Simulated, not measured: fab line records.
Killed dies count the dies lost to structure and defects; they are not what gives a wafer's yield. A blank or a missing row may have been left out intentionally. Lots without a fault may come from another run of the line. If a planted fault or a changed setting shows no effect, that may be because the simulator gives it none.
Which tool is to blame?	flow n5 finfet	Sampling: 23 lots, 69 wafers, 6 of 1938 route steps

== WHAT THE GAUGES READ, wafer by wafer ==
N5_BEOL_M15_THK_MEAS_01. Usual: for M15_ILD_THK the level is 1637 nm and the standard deviation is 29.
lot	measured	on	M15_ILD_THK (nm)	flag
L074	day 11 18:29	film metro-01	1563 1634 1613	
L076	day 12 12:04	film metro-01	1630 1607 1649	
L078	day 12 18:09	film metro-01	1588 1609 1647	
L075	day 12 21:44	film metro-01	1630 1614 1666	
L081	day 12 22:35	film metro-02	1624 1706 1685	
L077	day 13 02:12	film metro-02	1637 1680 1614	
L080	day 13 08:06	film metro-02	1648 1634 1679	
L079	day 13 15:52	film metro-02	1589 1660 1613	
L083	day 14 11:31	film metro-02	1620 1619 1632	
L084	day 14 12:59	film metro-01	1639 1718 1636	
L086	day 14 14:53	film metro-01	1654 1680 1671	
L082	day 14 20:10	film metro-02	1632 1585 1623	
L088	day 14 20:19	film metro-02	1610 1632 1657	
L085	day 15 01:49	film metro-02	1635 1653 1677	
L087	day 15 10:41	film metro-01	1616 1643 1634	
L089	day 15 13:14	film metro-01	1662 1643 1633	
L090	day 15 13:31	film metro-01	1628 1619 1635	
L091	day 16 02:53	film metro-02	1608 1658 1626	
L092	day 16 12:18	film metro-02	1627 1617 1699	
L093	day 17 03:07	film metro-02	1595 1651 1628	
L097	day 17 09:47	film metro-02	1639 1590 1626	
L094	day 17 18:06	film metro-01	1624 1642 1672	
L095	day 18 14:16	film metro-02	1625 1651 1688	

N5_BEOL_M15_INSPECT_55: inspects for defects (darkfield). Usual: raw defect count reads 67 (standard deviation 21).
lot	measured	on	raw defect count	flag
L074	day 12 06:43	defect inspect-02	72 66 83	
L076	day 12 21:10	defect inspect-02	67 73 76	
L078	day 12 22:38	defect inspect-01	59 40 71	
L075	day 13 04:27	defect inspect-02	71 71 58	
L081	day 13 07:33	defect inspect-01	40 37 63	
L077	day 13 09:59	defect inspect-02	86 59 56	
L080	day 13 12:57	defect inspect-01	73 49 59	
L079	day 13 22:10	defect inspect-01	93 44 72	
L083	day 14 18:19	defect inspect-01	43 55 38	
L084	day 14 18:49	defect inspect-01	100 31 59	
L086	day 14 19:31	defect inspect-01	47 45 72	
L082	day 15 02:17	defect inspect-02	98 86 112	
L088	day 15 02:34	defect inspect-01	77 76 83	
L085	day 15 06:47	defect inspect-02	105 75 92	
L087	day 15 16:15	defect inspect-02	53 38 46	
L089	day 15 20:44	defect inspect-01	69 61 107	
L090	day 15 20:54	defect inspect-02	70 79 88	
L091	day 16 11:27	defect inspect-02	89 98 64	
L092	day 16 16:44	defect inspect-01	44 38 71	
L093	day 17 12:22	defect inspect-01	96 64 60	
L097	day 17 15:47	defect inspect-02	59 56 57	
L094	day 18 00:45	defect inspect-01	52 58 50	
L095	day 18 21:51	defect inspect-02	50 57 66	

== TOOL THAT RAN EACH LOT (tool first, then ch and the chambers of the sampled wafers, then the start) ==
lot	N5_BEOL_M14_ETCH_38	N5_BEOL_M14_CMP_49	N5_BEOL_M15_ETCH_61	N5_BEOL_M15_STRIP_37
L074	rie diel-05 ch 1,3, day 11 17:45 or earlier	cmp-01 ch 0,2, day 11 17:45	rie diel-04 ch 0,3, day 11 20:52	rie diel-03 ch 0,1,3, day 12 06:43 or earlier
L076	rie diel-06 ch 0,1,3, day 12 11:22 or earlier	cmp-02 ch 0,1,3, day 12 11:22	rie diel-04 ch 1,3, day 12 14:10	rie diel-03 ch 0,2, day 12 21:10 or earlier
L078	rie diel-01 ch 1,3, day 12 17:18 or earlier	cmp-01 ch 0,1,3, day 12 17:18	rie diel-04 ch 0,1,3, day 12 20:10	rie diel-03 ch 0,1,3, day 12 22:38 or earlier
L075	rie diel-05 ch 0,1,2, day 12 21:02 or earlier	cmp-04 ch 2,3, day 12 21:02	rie diel-04 ch 0,2, day 13 00:22	rie diel-04 ch 0,1,2, day 13 04:27 or earlier
L081	rie diel-06 ch 2,3, day 12 21:55 or earlier	cmp-01 ch 0,1,2, day 12 21:55	rie diel-03 ch 1,2, day 13 00:40	rie diel-02 ch 1,2,3, day 13 07:33 or earlier
L077	rie diel-06 ch 0,1,2, day 13 01:34 or earlier	cmp-04 ch 0,1,2, day 13 01:34	rie diel-03 ch 0,2,3, day 13 04:15	rie diel-03 ch 0,1, day 13 09:59 or earlier
L080	rie diel-05 ch 2,3, day 13 07:22 or earlier	cmp-04 ch 0,1, day 13 07:22	rie diel-04 ch 1,2, day 13 10:16	rie diel-03 ch 1,2,3, day 13 12:57 or earlier
L079	rie diel-06 ch 0,1, day 13 15:10 or earlier	cmp-04 ch 1,2, day 13 15:10	rie diel-04 ch 1,2,3, day 13 17:53	rie diel-03 ch 1,2,3, day 13 22:10 or earlier
L083	rie diel-01 ch 0,1, day 14 10:47 or earlier	cmp-02 ch 0,3, day 14 10:47	rie diel-03 ch 1,2,3, day 14 13:39	rie diel-04 ch 1,2,3, day 14 18:19 or earlier
L084	rie diel-01 ch 0,1,3, day 14 12:15 or earlier	cmp-01 ch 0,1, day 14 12:15	rie diel-03 ch 1,2, day 14 15:00	rie diel-02 ch 0,3, day 14 18:49 or earlier
L086	rie diel-05 ch 0,3, day 14 14:09 or earlier	cmp-02 ch 0,3, day 14 14:09	rie diel-02 ch 2,3, day 14 16:59	rie diel-02 ch 0,3, day 14 19:31 or earlier
L082	rie diel-05 ch 0,1,3, day 14 19:26 or earlier	cmp-04 ch 0,1,3, day 14 19:26	rie diel-02 ch 1,2,3, day 14 22:18	rie diel-03 ch 1,2,3, day 15 02:17 or earlier
L088	rie diel-06 ch 1,2,3, day 14 19:35 or earlier	cmp-01 ch 1,2,3, day 14 19:35	rie diel-02 ch 1,2,3, day 14 22:47	rie diel-03 ch 1,2,3, day 15 02:34 or earlier
L085	rie diel-05 ch 0,1, day 15 01:04 or earlier	cmp-02 ch 2,3, day 15 01:04	rie diel-04 ch 0,2, day 15 03:55	rie diel-03 ch 0,1,2, day 15 06:47 or earlier
L087	rie diel-06 ch 0,2, day 15 09:57 or earlier	cmp-02 ch 2,3, day 15 09:57	rie diel-02 ch 2,3, day 15 12:46	rie diel-02 ch 2, day 15 16:15 or earlier
L089	rie diel-06 ch 0,3, day 15 12:37 or earlier	cmp-01 ch 0,1,2, day 15 12:37	rie diel-04 ch 0,2,3, day 15 15:39	rie diel-03 ch 0,2,3, day 15 20:44 or earlier
L090	rie diel-01 ch 1,3, day 15 12:50 or earlier	cmp-02 ch 1,2,3, day 15 12:50	rie diel-04 ch 2,3, day 15 15:52	rie diel-04 ch 1,2, day 15 20:54 or earlier
L091	rie diel-06 ch 0,2,3, day 16 02:14 or earlier	cmp-02 ch 1,2,3, day 16 02:14	rie diel-04 ch 1,2, day 16 05:22	rie diel-02 ch 0,3, day 16 11:27 or earlier
L092	rie diel-01 ch 2,3, day 16 11:34 or earlier	cmp-01 ch 2,3, day 16 11:34	rie diel-03 ch 2,3, day 16 14:34	rie diel-04 ch 0,1, day 16 16:44 or earlier
L093	rie diel-06 ch 1,3, day 17 02:22 or earlier	cmp-02 ch 0,2, day 17 02:22	rie diel-02 ch 0,1,3, day 17 05:32	rie diel-04 ch 0,3, day 17 12:22 or earlier
L097	rie diel-06 ch 1,3, day 17 09:05 or earlier	cmp-04 ch 1,2,3, day 17 09:05	rie diel-04 ch 0,1,2, day 17 11:56	rie diel-03 ch 0,1, day 17 15:47 or earlier
L094	rie diel-05 ch 1,3, day 17 17:20 or earlier	cmp-01 ch 0,1,2, day 17 17:20	rie diel-02 ch 1,2,3, day 17 20:22	rie diel-04 ch 0,1,3, day 18 00:45 or earlier
L095	rie diel-05 ch 1,2,3, day 18 13:32 or earlier	cmp-01 ch 0,1,2, day 18 13:32	rie diel-03 ch 0,1,2, day 18 16:34	rie diel-02 ch 0,1,3, day 18 21:51 or earlier
- N5_BEOL_M14_ETCH_38: etches SiCN in CF4/N2, target depth 106.5 nm, time 120.6 s.
- N5_BEOL_M14_CMP_49: polishes, stops on SiO2, t overpolish 5.2 s, target thk 560 nm.
- N5_BEOL_M15_ETCH_61: etches BARC in N2/H2, target depth 89 nm, overetch 26.7 nm, time 67.9 s.
- N5_BEOL_M15_STRIP_37: strips in O2.

== WHAT THE TOOLS THEMSELVES READ (means of the sampled wafers that have a number; where no wafer has one, the mark that the record gives instead) ==
N5_BEOL_M14_ETCH_38. Usual: drypump motor current A is 5.6 A with standard deviation 0.41, mfc ar sccm is 100.01 sccm with standard deviation 0.28, oes product au is 0.81 a.u. with standard deviation 0.094, rf fwd power W is 428.9 W with standard deviation 1.3, rf vpp V is 381.9 V with standard deviation 1.9, showerhead plenum p Torr is 2.19 Torr with standard deviation 0.073, and throttle valve pct is 15.38 % with standard deviation 0.23.
lot	tool	drypump motor current A (A)	mfc ar sccm (sccm)	oes product au (a.u.)	rf fwd power W (W)	rf vpp V (V)	showerhead plenum p Torr (Torr)	throttle valve pct (%)	flag
L074	rie diel-05	5.2	100.00	0.83	428.2	382.3	2.21	15.29	
L076	rie diel-06	5.5	100.13	0.78	429.4	381.6	2.19	15.46	
L078	rie diel-01	6.2	100.03	0.68	429.8	380.1	2.16	15.61	
L075	rie diel-05	5.3	100.02	0.82	428.3	383.3	2.25	15.32	
L081	rie diel-06	5.6	100.14	0.75	428.1	383.3	2.24	15.48	
L077	rie diel-06	5.6	99.99	0.81	429.8	380.3	2.13	15.45	
L080	rie diel-05	5.2	99.89	0.76	428.7	382.1	2.19	15.42	
L079	rie diel-06	5.6	100.06	0.83	430.5	381.1	2.14	15.41	
L083	rie diel-01	5.5	100.10	0.87	429.5	382.3	2.19	15.37	
L084	rie diel-01	6.0	100.24	0.88	429.1	381.7	2.20	15.25	
L086	rie diel-05	5.3	100.03	0.88	428.2	381.2	2.16	15.25	
L082	rie diel-05	5.3	100.18	0.84	428.2	381.9	2.20	15.28	
L088	rie diel-06	5.6	99.90	0.79	427.9	381.4	2.19	15.45	
L085	rie diel-05	5.4	99.77	0.87	429.6	383.0	2.21	15.20	
L087	rie diel-06	5.6	99.82	0.77	429.7	380.3	2.11	15.61	
L089	rie diel-06	5.5	99.98	0.72	427.4	380.6	2.16	15.62	
L090	rie diel-01	6.4	99.98	0.85	428.2	381.4	2.19	15.17	
L091	rie diel-06	5.6	99.66	0.75	429.1	380.7	2.17	15.57	
L092	rie diel-01	5.7	100.06	0.82	430.1	382.7	2.22	15.11	
L093	rie diel-06	5.6	99.69	0.78	428.6	381.1	2.19	15.42	
L097	rie diel-06	5.6	99.95	0.78	428.5	381.5	2.19	15.43	
L094	rie diel-05	5.2	99.98	0.77	427.9	381.0	2.19	15.40	
L095	rie diel-05	5.2	100.10	0.82	428.4	382.5	2.23	15.30	

N5_BEOL_M14_CMP_49. Usual: barrier field endpoint s 11.6 s, standard deviation 0.3; motor current A 7.7 A, standard deviation 0.76; overpolish run s 5.200 s, standard deviation 0.0082; time to endpoint s 124 s, standard deviation 5.
lot	tool	barrier field endpoint s (s)	motor current A (A)	overpolish run s (s)	time to endpoint s (s)	flag
L074	cmp-01	12.1	7.6	5.202	132	
L076	cmp-02	11.5	7.2	5.204	120	
L078	cmp-01	11.5	7.4	5.201	126	
L075	cmp-04	11.6	8.4	5.198	127	
L081	cmp-01	11.6	7.3	5.197	124	
L077	cmp-04	11.6	8.2	5.199	121	
L080	cmp-04	11.1	7.8	5.203	118	
L079	cmp-04	11.3	8.2	5.207	121	
L083	cmp-02	11.8	6.7	5.196	130	
L084	cmp-01	11.8	6.7	5.197	127	
L086	cmp-02	11.5	7.0	5.200	127	
L082	cmp-04	11.3	8.0	5.198	121	
L088	cmp-01	11.7	7.8	5.202	122	
L085	cmp-02	11.2	6.9	5.202	120	
L087	cmp-02	11.3	6.9	5.198	123	
L089	cmp-01	11.7	7.1	5.200	129	
L090	cmp-02	11.6	7.7	5.191	123	
L091	cmp-02	11.7	7.6	5.202	130	
L092	cmp-01	11.5	8.2	5.209	125	
L093	cmp-02	12.1	7.3	5.204	131	
L097	cmp-04	11.7	8.0	5.204	123	
L094	cmp-01	11.6	7.3	5.201	122	
L095	cmp-01	11.8	7.1	5.201	126	

N5_BEOL_M15_ETCH_61. Usual: drypump motor current A 5.6 A, standard deviation 0.38; oes product au 0.67 a.u., standard deviation 0.078; rf fwd power W 833 W, standard deviation 3.6; rf vpp V 524.1 V, standard deviation 2.2; showerhead plenum p Torr 2.56 Torr, standard deviation 0.069; throttle valve pct 17.94 %, standard deviation 0.29.
lot	tool	drypump motor current A (A)	oes product au (a.u.)	rf fwd power W (W)	rf vpp V (V)	showerhead plenum p Torr (Torr)	throttle valve pct (%)	flag
L074	rie diel-04	5.5	0.59	828	526.6	2.64	18.19	
L076	rie diel-04	5.6	0.59	835	524.6	2.56	18.42	
L078	rie diel-04	5.7	0.59	833	524.7	2.60	18.34	
L075	rie diel-04	5.9	0.62	829	525.9	2.64	18.13	
L081	rie diel-03	5.1	0.72	833	522.5	2.51	17.81	
L077	rie diel-03	5.8	0.70	832	523.3	2.52	17.69	
L080	rie diel-04	5.6	0.64	834	526.1	2.62	18.06	
L079	rie diel-04	5.5	0.61	835	524.7	2.61	18.19	
L083	rie diel-03	5.5	0.68	835	523.4	2.51	17.87	
L084	rie diel-03	5.4	0.70	831	523.7	2.51	17.68	
L086	rie diel-02	5.2	0.72	829	523.3	2.54	17.68	
L082	rie diel-02	5.7	0.66	833	523.3	2.53	17.79	
L088	rie diel-02	5.7	0.67	833	523.3	2.54	17.79	
L085	rie diel-04	5.7	0.71	835	526.3	2.65	17.87	
L087	rie diel-02	5.3	0.66	829	524.7	2.57	17.69	
L089	rie diel-04	5.6	0.68	833	525.8	2.63	17.99	
L090	rie diel-04	5.3	0.60	834	526.2	2.63	18.09	
L091	rie diel-04	5.7	0.77	838	523.9	2.57	18.02	
L092	rie diel-03	5.9	0.65	834	523.5	2.52	17.92	
L093	rie diel-02	5.7	0.73	828	520.8	2.47	17.82	
L097	rie diel-04	5.8	0.74	832	524.3	2.59	17.98	
L094	rie diel-02	5.7	0.71	832	524.0	2.53	17.69	
L095	rie diel-03	5.4	0.69	833	522.5	2.49	17.72	

N5_BEOL_M15_STRIP_37. Usual: drypump motor current A 5.5 A, standard deviation 0.39; o2 flow sccm 224.9 sccm, standard deviation 0.66; oes product au 0.82 a.u., standard deviation 0.09; rf vpp V 3.7 V, standard deviation 0.62; showerhead plenum p Torr 2.08 Torr, standard deviation 0.049; throttle valve pct 16.58 %, standard deviation 0.21.
lot	tool	drypump motor current A (A)	o2 flow sccm (sccm)	oes product au (a.u.)	rf vpp V (V)	showerhead plenum p Torr (Torr)	throttle valve pct (%)	flag
L074	rie diel-03	5.5	225.3	0.85	3.4	2.05	16.56	
L076	rie diel-03	5.6	224.8	0.85	3.6	2.05	16.29	
L078	rie diel-03	5.5	224.6	0.83	3.1	2.05	16.58	
L075	rie diel-04	5.8	224.5	0.72	3.4	2.14	16.91	
L081	rie diel-02	5.7	225.2	0.79	4.2	2.08	16.54	
L077	rie diel-03	5.3	224.7	0.86	3.4	2.03	16.39	
L080	rie diel-03	5.5	224.7	0.81	3.9	2.07	16.64	
L079	rie diel-03	5.5	225.4	0.81	4.2	2.07	16.63	
L083	rie diel-04	5.5	225.3	0.70	3.6	2.14	16.89	
L084	rie diel-02	5.2	225.4	0.89	3.4	2.03	16.49	
L086	rie diel-02	5.2	224.4	0.89	4.0	2.03	16.49	
L082	rie diel-03	5.5	225.3	0.81	3.1	2.06	16.66	
L088	rie diel-03	5.5	224.7	0.81	3.6	2.06	16.66	
L085	rie diel-03	5.4	225.2	0.84	3.4	2.05	16.47	
L087	rie diel-02	5.4	225.0	0.69	3.5	2.15	16.53	
L089	rie diel-03	5.7	225.2	0.80	4.1	2.06	16.53	
L090	rie diel-04	5.7	225.2	0.84	4.4	2.14	16.64	
L091	rie diel-02	5.4	224.6	0.80	4.7	2.02	16.58	
L092	rie diel-04	5.9	225.1	0.95	3.4	2.12	16.65	
L093	rie diel-04	5.7	224.7	0.92	3.6	2.14	16.51	
L097	rie diel-03	5.1	224.8	0.83	3.6	2.03	16.60	
L094	rie diel-04	5.7	224.6	0.93	3.9	2.12	16.59	
L095	rie diel-02	5.7	225.5	0.86	3.3	2.03	16.50	

== THE ANSWER, worked out from the rows above alone ==
Rule: lot off if the mean of its wafers having a number is beyond 3 standard deviations from the usual mean. A lot without any number at a reading at which 4 lots or more have one is off too. Where the step has rows for the other lots, those lots are counted as sound. The gauges are gone through in route order, then the tools' own readings, and for those a lot's mean is taken as printed above. The first step at which some lot is off is used, and at that step the reading that is off furthest; a lot without a number counts as furthest.
None of the lots is off at any reading shown; this tells nothing.

== WHAT THE SIMULATOR HAD INSERTED ==
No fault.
